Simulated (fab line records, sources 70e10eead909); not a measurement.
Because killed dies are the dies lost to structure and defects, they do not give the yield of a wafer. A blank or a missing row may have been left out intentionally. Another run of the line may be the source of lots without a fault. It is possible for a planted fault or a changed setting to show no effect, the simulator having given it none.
Matching of chambers / flow nand-harc / NHARC_THIN_TSV_ETCHBACK_48 on rie-diel-05 has 4 sister chambers
The step etches the open film in C4F8/Ar, target depth 1028.5 nm, time 405.17 s. 4 wafers are shown with their chamber, then 7 later ones without.

== WAFERS WITH THEIR CHAMBER ==
wafer=L566.6; chamber=2; rf-vpp-V (V)=551
wafer=L577.5; chamber=3; rf-vpp-V (V)=547
wafer=L586.1; chamber=1; rf-vpp-V (V)=551
wafer=L586.2; chamber=0; rf-vpp-V (V)=550

== WAFERS WITHOUT THEIR CHAMBER ==
wafer=L586.4; rf-vpp-V (V)=551
wafer=L585.3; rf-vpp-V (V)=550
wafer=L585.4; rf-vpp-V (V)=552
wafer=L585.6; rf-vpp-V (V)=551
wafer=L588.2; rf-vpp-V (V)=550
wafer=L588.3; rf-vpp-V (V)=551
wafer=L588.4; rf-vpp-V (V)=547

== CHAMBER TAKEN BY EACH ==
wafer=L586.4; from the rows above=can't be placed: 1 or 2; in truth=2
wafer=L585.3; from the rows above=0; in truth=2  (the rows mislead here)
wafer=L585.4; from the rows above=can't be placed: 1 or 2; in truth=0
wafer=L585.6; from the rows above=can't be placed: 1 or 2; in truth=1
wafer=L588.2; from the rows above=0; in truth=0
wafer=L588.3; from the rows above=can't be placed: 1 or 2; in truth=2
wafer=L588.4; from the rows above=3; in truth=3
Correctly placed: 2 of 7. Can't be placed from these rows: 4 (the true chamber is among the candidates in 3). Wrongly placed: 1.
How it was worked out, from the rows above alone: a wafer's distance from a chamber is the root of the sum, over the readings, of the square of ((its reading less the chamber's mean) divided by the reading's scatter). If the next closest chamber is less than 2 further off than the closest, the wafer can't be placed; otherwise it belongs to the closest. A chamber's mean is the mean of its shown wafers. The scatter (one wafer shown for each chamber): square how far every hidden wafer sits from the nearest shown wafer, average those squares and take the square root.
